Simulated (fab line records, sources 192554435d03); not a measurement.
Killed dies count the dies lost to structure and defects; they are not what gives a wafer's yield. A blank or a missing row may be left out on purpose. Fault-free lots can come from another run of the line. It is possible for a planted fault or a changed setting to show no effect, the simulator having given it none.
fab line records	flow n5Finfet
record lots=7	wafers=39
route steps=1938 shown ZERO_LAYER@11 FIN_SAQP@130 DUMMY_REMOVAL@382 HKMG_FIN@457 BEOL_M0_SAQP@638 BEOL_M0@736 BEOL_M4@1021 BEOL_M5@1160 BEOL_M7@1323 BEOL_M8@1332 BEOL_M10@1525 BEOL_M15@1773 MIM_TOP@1838 PASSIVATION@1930
startH: hours from the record's first day to the start of the lot's first wafer shown	waitH: hours from the lot's prior step to this one	" the same as in the row above	L1.1+2: a row that stands for several wafers	- either no value or no given start	* or withheld: withheld	< > ~ a bound
route shown NAME@n: a module of which the file shows steps, and the number in the route of the first	usual: the fault-free wafers' mean and standard deviation	same: alike in all rows	chamber/n: place in a boat	sites: readings site by site	_std_site: standard deviation across them	_edge_site: outer sites' mean less inner sites'	radiusMm: for every site, how far away it sits from the centre of the wafer	mask NAME#n: copy n	behind: the last tool/chamber to shape the wafer	hold: reason for holding the lot/hours on hold/outcome of the hold	device: the n, p or np transistor that did not switch	end of line: the same wafers' tests at the end of the route	a step without rows: its recipe alone	killed: not the wafer's yield, but the dies lost to structure and defects at the first sort	map: a wafer's dies, x killed, . not, _ none there
set.NAME: the setting as run; set.NAME@STEP: as run at that earlier step	model.NAME: the simulator's own value behind a step, which no gauge read
lots where settings were altered on purpose, with a table for each step and a row for each wafer
## steps
# step N5_ZERO_LAYER_DEVELOP_10
# recipe developTimeS=60	rinseLiquid=diw	dry=airSpin	devTempC=21
# step N5_FIN_SAQP_ETCH_65
# recipe chemistry=CF4	target=SiO2	targetDepthA=40	ionEnergyEv=350	timeS=4.4	pressureMtorr=10	icpW=800	biasW=400	cf4FlowSccm=80
# step N5_DUMMY_REMOVAL_PRECLEAN_08
# recipe chemistry=NF3:NH3	afsCycles=2	tempC=30	timeS=20	sublimationTempC=180	sublimationTimeS=60	pressureTorr=3	rfPowerW=30
# step N5_HKMG_FIN_ALD_72
# recipe material=W	targetThkA=20	tempC=300	pressureTorr=7.5	aldPrecursorFamily=WF6	aldCoReactant=B2H6	pulseTimeS=1	purgeTimeS=2	coReactantPurgeTimeS=2	coReactantPulseTimeS=3	aldCycles=7
# step N5_BEOL_M0_SAQP_PECVD_04
# recipe material=a-Si	targetThkA=600	tempC=350	precursor=SiH4/He	pressureTorr=3	rfW=100	timeS=60.2
# step N5_BEOL_M0_SPUTTER_132
# recipe material=Cu	targetThkA=40	tempC=-20	chamberPressurePa=0.07	powerW=withheld	timeS=7.37
# step N5_BEOL_M4_ILD_DEP_00
# recipe material=SiOC	targetThkA=790	tempC=350	precursor=DEMS/O2	pressureTorr=5	rfW=500	timeS=15.3
# step N5_BEOL_M5_TRENCH_ETCH_37
# recipe chemistry=C4F6/O2	targetDepthA=716.52	target=SiCOH_lowk	timeS=24.7	ionEnergyEv=250	pressureMtorr=30	sourceW=345	biasW=185	Ar_flow_sccm=300	C4F6_flow_sccm=10	O2_flow_sccm=10
# step N5_BEOL_M7_SPUTTER_48
# recipe material=Cu	targetThkA=100	tempC=-20	biasV=60	powerW=26000	chamberPressurePa=0.13	timeS=1.667
# step N5_BEOL_M8_ILD_DEP_00
# recipe material=SiCOH_lowk	targetThkA=1797.5	tempC=300	precursor=DEMS/porogen	pressureTorr=5	rfW=500	timeS=33.4
# step N5_BEOL_M10_SURFACE_TREAT_76
# recipe gas=Ar	timeS=*	ionEnergyEv=*	ionCurrentMaCm2=0.5	pressureMtorr=*	arFlowSccm=30
# step N5_BEOL_M15_ILD_DEP_00
# recipe material=SiO2	targetThkA=16293	tempC=400	precursor=TEOS/O2	pressureTorr=6.5	rfW=900	teosFlowSccm=161.4	gas=O2	flowSccm=2650	timeS=346.1
# step N5_MIM_TOP_SPUTTER_03
# recipe material=TiN	targetThkA=350	tempC=200	powerW=3000	chamberPressurePa=0.49996	gas=Ar	reactivePartialPa=0.37997	timeS=89.7
# step N5_PASSIVATION_ETCH_54
# recipe chemistry=CHF3/O2	target=SiO2	targetDepthA=8800	CHF3_flow_sccm=50	O2_flow_sccm=5	Ar_flow_sccm=200	timeS=440	maskMaterial=PR	pressureMtorr=30	sourceW=650	biasW=170	ionEnergyEv=200
# step N5_PASSIVATION_PROBE_49
# usual defectLimitedYield=91.6/1.4	killedOnRim=13/4.2	sortNPass=1081/17	sortYieldPct=91.6/1.4
lot.wafer	tool	chamber	startH	waitH	set.developTimeS@ZERO_LAYER_DEVELOP_10	set.timeS@FIN_SAQP_ETCH_65	set.timeS@DUMMY_REMOVAL_PRECLEAN_08	set.aldCycles@HKMG_FIN_ALD_72	set.timeS@BEOL_M0_SAQP_PECVD_04	set.timeS@BEOL_M0_SPUTTER_132	set.timeS@BEOL_M4_ILD_DEP_00	set.timeS@BEOL_M5_TRENCH_ETCH_37	set.targetThkA@BEOL_M7_SPUTTER_48	set.targetThkA@BEOL_M8_ILD_DEP_00	set.timeS@BEOL_M10_SURFACE_TREAT_76	set.targetThkA@BEOL_M15_ILD_DEP_00	set.targetThkA@MIM_TOP_SPUTTER_03	set.targetDepthA@PASSIVATION_ETCH_54	defectLimitedYield[%]	killedOnRim	sortNPass	sortYieldPct[%]
L075.1	prober-01	-	312.24	0.0	60	4.4	20	7	60.2	3.836	15.3	35.84	100	2275	*	16293	350	8800	91.9	10	1085	91.9
L075.2	prober-01	-	312.29	0.1	41.5	4.4	20	7	60.2	7.37	15.3	24.7	72.35	2275	*	16293	549.3	8800	0	152	0	0
L075.3	prober-01	-	312.34	0.1	60	3.277	20	3	60.2	7.37	15.3	35.84	100	2275	*	7893	350	8800	0	152	0	0
L075.4	prober-01	-	312.39	0.2	41.5	3.277	26.43	3	60.2	3.836	15.3	24.7	72.35	1797.5	*	16293	549.3	8800	0	152	0	0
L075.5	prober-01	-	312.44	0.2	60	3.277	26.43	7	60.2	3.836	15.3	24.7	100	1797.5	*	7893	549.3	8800	0	152	0	0
L075.6	prober-01	-	312.49	0.3	41.5	4.4	26.43	3	60.2	7.37	15.3	35.84	72.35	1797.5	*	7893	350	8800	0	152	0	0
L080.1	prober-02	-	335.16	0.0	80.12	2.194	23.49	7	60.2	10.22	7.524	34.31	84.19	1361	*	25660	350	10530	0	152	0	0
L080.2	prober-02	-	335.21	0.1	60	4.4	20	7	34.18	7.37	7.524	24.7	84.19	1797.5	*	16293	350	8800	0	152	0	0
L080.3	prober-02	-	335.26	0.1	60	4.4	23.49	10	60.2	10.22	15.3	34.31	84.19	1361	*	16293	350	10530	90.7	15	1070	90.7
L080.4	prober-02	-	335.31	0.2	80.12	4.4	23.49	10	34.18	7.37	15.3	34.31	100	1797.5	*	16293	350	10530	92.5	10	1092	92.5
L080.5	prober-02	-	335.36	0.2	80.12	2.194	20	7	60.2	7.37	15.3	24.7	100	1361	*	25660	350	8800	91.5	10	1080	91.5
L080.6	prober-02	-	335.41	0.3	60	2.194	20	10	34.18	10.22	7.524	24.7	100	1797.5	*	25660	350	8800	0	152	0	0
L081.1	prober-01	-	341.40	0.0	84.72	4.4	15.8	10	60.2	7.37	7.52	24.7	100	1286	*	24370	350	8800	0	152	0	0
L081.2	prober-01	-	341.45	0.1	60	4.4	20	10	60.2	3.931	15.3	24.7	100	1286	*	16293	350	8800	90.5	13	1068	90.5
L081.3	prober-01	-	341.50	0.1	84.72	4.4	20	7	60.2	3.931	15.3	24.7	100	1286	*	24370	350	8800	91.5	16	1080	91.5
L081.4	prober-01	-	341.55	0.2	60	4.4	15.8	7	60.2	7.37	15.3	24.7	100	1797.5	*	16293	350	8800	91.4	11	1079	91.4
L081.5	prober-01	-	341.60	0.2	84.72	4.4	15.8	7	60.2	3.931	7.52	24.7	100	1797.5	*	16293	350	8800	0	152	0	0
L081.6	prober-01	-	341.65	0.3	60	4.4	20	10	60.2	7.37	7.52	24.7	100	1797.5	*	24370	350	8800	0	152	0	0
L082.1	prober-01	-	349.35	0.0	60	4.4	29.72	5	60.2	10.22	15.3	24.7	100	1797.5	*	16293	195.5	6690	0	152	0	0
L082.2	prober-01	-	349.40	0.1	60	6.801	20	5	43.85	7.37	23.54	34.27	100	2478	*	16293	350	8800	0	152	0	0
L082.3	prober-01	-	349.45	0.1	89.48	4.4	20	7	60.2	7.37	15.3	34.27	121.4	2478	*	16293	195.5	6690	0	152	0	0
L082.4	prober-01	-	349.50	0.2	89.48	6.801	20	7	43.85	10.22	23.54	24.7	100	2478	*	22630	195.5	8800	0	152	0	0
L082.5	prober-01	-	349.55	0.2	60	4.4	29.72	7	43.85	7.37	15.3	24.7	121.4	1797.5	*	22630	350	6690	0	152	0	0
L082.6	prober-01	-	349.60	0.3	89.48	6.801	29.72	5	60.2	10.22	23.54	34.27	121.4	1797.5	*	22630	350	8800	0	152	0	0
L086.1	prober-02	-	385.20	0.0	60	4.4	20	7	60.2	7.37	15.3	24.7	100	1797.5	*	16293	350	8800	91.0	12	1074	91.0
L086.2	prober-02	-	385.25	0.1	60	4.4	20	7	60.2	7.37	15.3	24.7	100	1797.5	*	16293	350	8800	94.5	11	1115	94.5
L086.4	prober-02	-	385.35	0.2	60	4.4	20	7	60.2	7.37	15.3	24.7	100	1797.5	*	16293	350	8800	93.3	13	1101	93.3
L088.1	prober-01	-	397.92	0.0	45.86	4.4	9.88	7	36.31	7.37	6.863	24.7	100	1797.5	*	16293	416.6	12300	0	152	0	0
L088.2	prober-01	-	397.97	0.1	45.86	4.4	20	7	60.2	5.908	6.863	24.7	100	2078	*	21410	416.6	8800	0	152	0	0
L088.3	prober-01	-	398.02	0.1	60	6.113	9.88	9	60.2	7.37	15.3	24.7	100	2078	*	21410	350	8800	92.6	14	1092	92.5
L088.4	prober-01	-	398.07	0.2	60	4.4	20	9	36.31	5.908	15.3	24.7	100	1797.5	*	16293	350	8800	91.4	16	1079	91.4
L088.5	prober-01	-	398.12	0.2	60	6.113	20	7	60.2	7.37	15.3	24.7	100	1797.5	*	21410	416.6	12300	0	152	0	0
L088.6	prober-01	-	398.17	0.3	45.86	6.113	9.88	9	36.31	5.908	6.863	24.7	100	2078	*	16293	350	12300	0	152	0	0
L095.1	prober-02	-	433.72	0.0	60	2.097	16.87	7	80.65	8.954	11.41	10.87	79.5	1797.5	*	25930	256.9	8800	1.4	151	17	1.4
L095.2	prober-02	-	433.77	0.1	73.35	4.4	20	7	60.2	8.954	15.3	24.7	79.5	2705	*	16293	256.9	7037	0	152	0	0
L095.3	prober-02	-	433.82	0.1	73.35	4.4	20	7	80.65	8.954	11.41	10.87	100	2705	*	16293	350	8800	0	152	0	0
L095.4	prober-02	-	433.87	0.2	60	4.4	16.87	7	60.2	7.37	15.3	10.87	100	1797.5	*	16293	350	8800	0	152	0	0
L095.5	prober-02	-	433.92	0.2	73.35	2.097	16.87	7	80.65	7.37	15.3	24.7	79.5	2705	*	25930	350	7037	0	152	0	0
L095.6	prober-02	-	433.97	0.3	60	2.097	20	7	60.2	7.37	11.41	24.7	100	1797.5	*	25930	256.9	7037	0	152	0	0
# killed by level:class
L075.1 BEOL_M0:interfaceVoidOpened=9 MOL_CONTACT_COAG:geometricParticle:open=8 BEOL_M2:geometricParticle:open=8 BEOL_M5:areaEtch=6 FIN_SAQP:geometricParticle:open=4 GATE_CUT:geometricParticle:short=4 MOL_CONTACT_COAG:geometricParticle:short=4 BEOL_M0_SAQP:geometricParticle:short=4
L075.2 MIM_TOP:areaSputter=1061 BEOL_M7:interfaceVoidOpened=12 BEOL_M0_SAQP:geometricParticle:open=11 STI_FIN_REVEAL:geometricParticle:open=10 BEOL_M1:geometricParticle:open=10 DUMMY_GATE:geometricParticle:open=8 MOL_CONTACT_COAG:geometricParticle:open=8 BEOL_M3:geometricParticle:open=8
L075.3 BEOL_M15:areaDep=1080 BEOL_M2:geometricParticle:open=12 MOL_CONTACT_COAG:geometricParticle:open=8 FIN_SAQP:geometricParticle:open=7 BEOL_M0_SAQP:geometricParticle:open=7 BEOL_M4:geometricParticle:open=6 HKMG_FIN:areaEtch=5 BEOL_M1:geometricParticle:open=4
L075.4 MIM_TOP:areaSputter=1077 BEOL_M2:geometricParticle:open=11 MOL_CONTACT_COAG:geometricParticle:open=9 BEOL_M7:interfaceVoidOpened=9 BEOL_M0_SAQP:geometricParticle:short=8 BEOL_M0_SAQP:geometricParticle:open=7 BEOL_M1:geometricParticle:open=6 BEOL_M3:geometricParticle:open=5
L075.5 BEOL_M15:areaDep=1081 HKMG_FIN:areaEtch=11 FIN_SAQP:geometricParticle:short=9 BEOL_M0_SAQP:geometricParticle:short=8 MOL_CONTACT_COAG:geometricParticle:open=7 FIN_SAQP:geometricParticle:open=6 BEOL_M2:geometricParticle:open=6 BEOL_M0_SAQP:geometricParticle:open=5
L075.6 BEOL_M15:areaDep=1086 MOL_CONTACT_COAG:geometricParticle:open=11 FIN_SAQP:geometricParticle:short=7 BEOL_M4:geometricParticle:open=7 BEOL_M0_SAQP:geometricParticle:short=6 BEOL_M7:interfaceVoidOpened=5 ILD0:geometricParticle:short=4 BEOL_M2:geometricParticle:open=4
L080.1 BEOL_M4:areaDep=1080 FIN_SAQP:geometricParticle:open=12 FIN_SAQP:geometricParticle:short=11 BEOL_M0_SAQP:geometricParticle:short=9 BEOL_M0_SAQP:geometricParticle:open=9 STI_FIN_REVEAL:geometricParticle:open=6 MOL_CONTACT_COAG:geometricParticle:open=6 BEOL_M2:geometricParticle:open=5
L080.2 BEOL_M4:areaDep=1086 BEOL_M0_SAQP:geometricParticle:open=10 MOL_CONTACT_COAG:geometricParticle:open=10 BEOL_M2:geometricParticle:open=8 BEOL_M1:geometricParticle:short=6 STARTING-WAFER:geometricParticle:open=6 FIN_SAQP:geometricParticle:short=5 FIN_SAQP:geometricParticle:open=5
L080.3 STI_FIN_REVEAL:geometricParticle:open=13 MOL_CONTACT_COAG:geometricParticle:open=12 BEOL_M2:geometricParticle:open=9 BEOL_M1:geometricParticle:open=8 BEOL_M0_SAQP:geometricParticle:short=8 BEOL_M3:geometricParticle:open=7 FIN_SAQP:geometricParticle:open=6 GATE_CUT:geometricParticle:open=5
L080.4 MOL_CONTACT_COAG:geometricParticle:open=7 GATE_CUT:geometricParticle:short=6 BEOL_M1:geometricParticle:open=6 BEOL_M3:geometricParticle:open=6 FIN_SAQP:geometricParticle:short=5 BEOL_M4:geometricParticle:open=5 FIN_SAQP:geometricParticle:open=4 STI_FIN_REVEAL:geometricParticle:open=4
L080.5 MOL_CONTACT_COAG:geometricParticle:open=15 BEOL_M0_SAQP:geometricParticle:open=9 BEOL_M2:geometricParticle:open=8 STI_FIN_REVEAL:geometricParticle:open=7 FIN_SAQP:geometricParticle:open=6 BEOL_M0_SAQP:geometricParticle:short=6 DUMMY_GATE:geometricParticle:open=5 FIN_SAQP:geometricParticle:short=4
L080.6 BEOL_M4:areaDep=1092 MOL_CONTACT_COAG:geometricParticle:open=12 BEOL_M2:geometricParticle:open=10 BEOL_M1:geometricParticle:open=8 STI_FIN_REVEAL:geometricParticle:open=7 FIN_SAQP:geometricParticle:open=6 GATE_CUT:geometricParticle:short=4 BEOL_M0_SAQP:geometricParticle:open=4
L081.1 BEOL_M4:areaDep=1083 BEOL_M3:geometricParticle:open=15 STI_FIN_REVEAL:geometricParticle:open=13 FIN_SAQP:geometricParticle:open=10 FIN_SAQP:geometricParticle:short=8 GATE_CUT:geometricParticle:short=5 MOL_CONTACT_COAG:geometricParticle:open=5 MOL_CONTACT_COAG:geometricParticle:short=4
L081.2 FIN_SAQP:geometricParticle:open=16 MOL_CONTACT_COAG:geometricParticle:open=9 BEOL_M0_SAQP:geometricParticle:open=9 STI_FIN_REVEAL:geometricParticle:open=8 PASS1_CAP:geometricParticle:open=6 MIM_BOT:geometricParticle:short=5 PASS1_CAP:geometricParticle:short=5 FIN_SAQP:geometricParticle:short=4
L081.3 MOL_CONTACT_COAG:geometricParticle:open=16 GATE_CUT:geometricParticle:short=8 BEOL_M4:geometricParticle:open=7 FIN_SAQP:geometricParticle:open=6 STI_FIN_REVEAL:geometricParticle:open=6 BEOL_M0:interfaceVoidOpened=6 BEOL_M0_SAQP:geometricParticle:open=5 FIN_SAQP:geometricParticle:short=4
L081.4 BEOL_M3:geometricParticle:open=11 MOL_CONTACT_COAG:geometricParticle:open=10 BEOL_M0_SAQP:geometricParticle:short=10 GATE_CUT:geometricParticle:open=9 BEOL_M4:geometricParticle:open=7 BEOL_M0_SAQP:geometricParticle:open=6 FIN_SAQP:geometricParticle:open=4 STI_FIN_REVEAL:geometricParticle:open=3
L081.5 BEOL_M4:areaDep=1071 MOL_CONTACT_COAG:geometricParticle:open=14 FIN_SAQP:geometricParticle:open=10 BEOL_M0_SAQP:geometricParticle:open=6 BEOL_M0:interfaceVoidOpened=6 STI_FIN_REVEAL:geometricParticle:open=5 GATE_CUT:geometricParticle:open=5 MOL_CONTACT_COAG:geometricParticle:short=5
L081.6 BEOL_M4:areaDep=1085 FIN_SAQP:geometricParticle:open=8 BEOL_M2:geometricParticle:short=8 BEOL_M1:geometricParticle:open=7 STI_FIN_REVEAL:geometricParticle:open=6 MOL_CONTACT_COAG:geometricParticle:open=6 BEOL_M0_SAQP:geometricParticle:short=5 BEOL_M1:geometricParticle:short=4
L082.1 PASSIVATION:areaEtch=1062 BEOL_M0_SAQP:geometricParticle:open=15 BEOL_M0_SAQP:geometricParticle:short=15 BEOL_M1:geometricParticle:open=14 MOL_CONTACT_COAG:geometricParticle:open=12 FIN_SAQP:geometricParticle:open=6 BEOL_M1:geometricParticle:short=6 BEOL_M4:geometricParticle:short=6
L082.2 BEOL_M4:areaDep=1099 BEOL_M0_SAQP:geometricParticle:open=7 MOL_CONTACT_COAG:geometricParticle:open=7 BEOL_M0_SAQP:geometricParticle:short=6 BEOL_M2:geometricParticle:open=6 BEOL_M4:geometricParticle:open=6 FIN_SAQP:geometricParticle:open=4 FIN_SAQP:geometricParticle:short=4
L082.3 PASSIVATION:areaEtch=1063 BEOL_M0_SAQP:geometricParticle:open=16 BEOL_M0_SAQP:geometricParticle:short=15 MOL_CONTACT_COAG:geometricParticle:open=10 BEOL_M4:geometricParticle:open=7 BEOL_M2:geometricParticle:open=7 BEOL_M1:geometricParticle:open=6 STARTING-WAFER:geometricParticle:open=5
L082.4 BEOL_M4:areaDep=1084 BEOL_M0_SAQP:geometricParticle:open=12 BEOL_M3:geometricParticle:open=11 MOL_CONTACT_COAG:geometricParticle:open=10 BEOL_M1:geometricParticle:open=8 STI_FIN_REVEAL:geometricParticle:open=6 BEOL_M2:geometricParticle:open=6 BEOL_M4:geometricParticle:open=6
L082.5 PASSIVATION:areaEtch=1100 BEOL_M1:geometricParticle:open=11 BEOL_M4:geometricParticle:open=6 MOL_CONTACT_COAG:geometricParticle:open=5 BEOL_M2:geometricParticle:open=5 BEOL_M8:geometricParticle:open=5 STI_FIN_REVEAL:geometricParticle:open=4 DUMMY_GATE:geometricParticle:open=4
L082.6 BEOL_M4:areaDep=1070 STI_FIN_REVEAL:geometricParticle:open=10 BEOL_M0_SAQP:geometricParticle:open=10 MOL_CONTACT_COAG:geometricParticle:open=9 BEOL_M0_SAQP:geometricParticle:short=8 BEOL_M2:geometricParticle:open=6 BEOL_M3:geometricParticle:open=6 GATE_CUT:geometricParticle:short=5
L086.1 FIN_SAQP:geometricParticle:open=21 BEOL_M2:geometricParticle:open=9 MOL_CONTACT_COAG:geometricParticle:open=7 DUMMY_GATE:geometricParticle:open=7 FIN_SAQP:geometricParticle:short=6 BEOL_M0_SAQP:geometricParticle:open=6 BEOL_M0_SAQP:geometricParticle:short=6 BEOL_M4:geometricParticle:open=6
L086.2 FIN_SAQP:geometricParticle:short=7 BEOL_M0_SAQP:geometricParticle:short=6 FIN_SAQP:geometricParticle:open=5 STI_FIN_REVEAL:geometricParticle:open=5 DUMMY_GATE:geometricParticle:open=5 BEOL_M0_SAQP:geometricParticle:open=5 BEOL_M2:geometricParticle:open=4 BEOL_M3:geometricParticle:open=4
L086.4 BEOL_M4:geometricParticle:open=10 FIN_SAQP:geometricParticle:short=9 BEOL_M2:geometricParticle:open=7 BEOL_M3:geometricParticle:open=7 BEOL_M0_SAQP:geometricParticle:open=6 FIN_SAQP:geometricParticle:open=5 BEOL_M3:geometricParticle:short=4 DUMMY_GATE:geometricParticle:open=3
L088.1 BEOL_M4:areaDep=1061 MOL_CONTACT_COAG:geometricParticle:open=19 FIN_SAQP:geometricParticle:open=12 BEOL_M0_SAQP:geometricParticle:short=11 FIN_SAQP:geometricParticle:short=10 BEOL_M0_SAQP:geometricParticle:open=9 DUMMY_GATE:geometricParticle:open=6 GATE_CUT:geometricParticle:short=6
L088.2 BEOL_M4:areaDep=1093 MOL_CONTACT_COAG:geometricParticle:open=13 DUMMY_GATE:geometricParticle:open=8 STI_FIN_REVEAL:geometricParticle:open=7 BEOL_M1:geometricParticle:open=7 GATE_CUT:geometricParticle:short=6 FIN_SAQP:geometricParticle:open=5 MOL_CONTACT_COAG:geometricParticle:short=5
L088.3 FIN_SAQP:geometricParticle:short=19 MOL_CONTACT_COAG:geometricParticle:open=16 FIN_SAQP:geometricParticle:open=5 DUMMY_GATE:geometricParticle:open=4 GATE_CUT:geometricParticle:short=4 BEOL_M2:geometricParticle:open=4 STI_FIN_REVEAL:geometricParticle:open=3 STARTING-WAFER:geometricParticle:open=3
L088.4 MOL_CONTACT_COAG:geometricParticle:open=22 DUMMY_GATE:geometricParticle:open=7 MOL_CONTACT_COAG:geometricParticle:short=6 FIN_SAQP:geometricParticle:open=5 STI_FIN_REVEAL:geometricParticle:open=5 BEOL_M0:geometricParticle:open=5 BEOL_M1:geometricParticle:short=4 BEOL_M1:geometricParticle:open=4
L088.5 MIM_TOP:areaSputter=1092 MOL_CONTACT_COAG:geometricParticle:open=15 STI_FIN_REVEAL:geometricParticle:open=7 DUMMY_GATE:geometricParticle:open=7 GATE_CUT:geometricParticle:short=5 BEOL_M0:geometricParticle:open=5 BEOL_M3:geometricParticle:open=5 BEOL_M4:geometricParticle:open=4
L088.6 BEOL_M4:areaDep=1082 FIN_SAQP:geometricParticle:short=20 MOL_CONTACT_COAG:geometricParticle:open=15 BEOL_M0_SAQP:geometricParticle:short=10 FIN_SAQP:geometricParticle:open=9 MOL_CONTACT_COAG:geometricParticle:short=6 BEOL_M5:geometricParticle:open=6 BEOL_M0_SAQP:geometricParticle:open=5
L095.1 BEOL_M5:areaEcd=1076 BEOL_M0_SAQP:geometricParticle:open=11 BEOL_M0_SAQP:geometricParticle:short=11 FIN_SAQP:geometricParticle:open=7 MOL_CONTACT_COAG:geometricParticle:open=7 DUMMY_GATE:geometricParticle:open=5 BEOL_M4:geometricParticle:open=5 BEOL_M3:geometricParticle:open=4
L095.2 BEOL_M8:areaEtch=1076 BEOL_M2:geometricParticle:open=14 FIN_SAQP:geometricParticle:short=10 BEOL_M4:geometricParticle:open=9 FIN_SAQP:geometricParticle:open=8 MOL_CONTACT_COAG:geometricParticle:open=8 DUMMY_GATE:geometricParticle:open=7 BEOL_M0_SAQP:geometricParticle:short=5
L095.3 BEOL_M5:areaEcd=1002 BEOL_M8:areaEtch=63 BEOL_M0_SAQP:geometricParticle:short=14 MOL_CONTACT_COAG:geometricParticle:open=12 BEOL_M4:geometricParticle:open=9 BEOL_M0_SAQP:geometricParticle:open=8 BEOL_M2:geometricParticle:open=8 FIN_SAQP:geometricParticle:open=6
L095.4 BEOL_M5:areaEtch=1087 FIN_SAQP:geometricParticle:short=12 BEOL_M0_SAQP:geometricParticle:short=12 BEOL_M0_SAQP:geometricParticle:open=10 STARTING-WAFER:geometricParticle:open=8 BEOL_M4:geometricParticle:open=6 FIN_SAQP:geometricParticle:open=5 MOL_CONTACT_COAG:geometricParticle:open=5
L095.5 BEOL_M8:areaEtch=1083 MOL_CONTACT_COAG:geometricParticle:open=13 BEOL_M3:geometricParticle:open=10 BEOL_M0_SAQP:geometricParticle:open=9 BEOL_M0_SAQP:geometricParticle:short=9 FIN_SAQP:geometricParticle:open=7 FIN_SAQP:geometricParticle:short=7 STARTING-WAFER:geometricParticle:open=6
L095.6 PASSIVATION:areaEtch=1073 BEOL_M0_SAQP:geometricParticle:open=20 BEOL_M0_SAQP:geometricParticle:short=11 DUMMY_GATE:geometricParticle:open=9 BEOL_M1:geometricParticle:open=8 BEOL_M4:geometricParticle:open=7 BEOL_M7:geometricParticle:open=7 STI_FIN_REVEAL:geometricParticle:open=6
## key
split step=N5_ZERO_LAYER_DEVELOP_10	setting=developTimeS	statedAs=60
response none clear
split step=N5_FIN_SAQP_ETCH_65	setting=timeS	statedAs=4.4
response none clear
split step=N5_DUMMY_REMOVAL_PRECLEAN_08	setting=timeS	statedAs=20
response none clear
split step=N5_HKMG_FIN_ALD_72	setting=aldCycles	statedAs=7
response none clear
split step=N5_BEOL_M0_SAQP_PECVD_04	setting=timeS	statedAs=60.2
response none clear
split step=N5_BEOL_M0_SPUTTER_132	setting=timeS	statedAs=7.37
response none clear
split step=N5_BEOL_M4_ILD_DEP_00	setting=timeS	statedAs=15.3
response step=N5_PASSIVATION_PROBE_49	reading=killedOnRim	slope=-1.86	per=1%	togetherWith=all	explained=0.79
response step=N5_PASSIVATION_PROBE_49	reading=sortNPass	slope=+14.4	per=1%	togetherWith=all	explained=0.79
response step=N5_PASSIVATION_PROBE_49	reading=sortYieldPct	slope=+1.22	per=1%	togetherWith=all	explained=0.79
response step=N5_PASSIVATION_PROBE_49	reading=defectLimitedYield	slope=+1.22	per=1%	togetherWith=all	explained=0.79
split step=N5_BEOL_M5_TRENCH_ETCH_37	setting=timeS	statedAs=24.7
response none clear
split step=N5_BEOL_M7_SPUTTER_48	setting=targetThkA	statedAs=100
response none clear
split step=N5_BEOL_M8_ILD_DEP_00	setting=targetThkA	statedAs=1797.5
response none clear
split step=N5_BEOL_M10_SURFACE_TREAT_76	setting=timeS	statedAs=*
response none clear
split step=N5_BEOL_M15_ILD_DEP_00	setting=targetThkA	statedAs=16293
response none clear
split step=N5_MIM_TOP_SPUTTER_03	setting=targetThkA	statedAs=350
response none clear
split step=N5_PASSIVATION_ETCH_54	setting=targetDepthA	statedAs=8800
response none clear
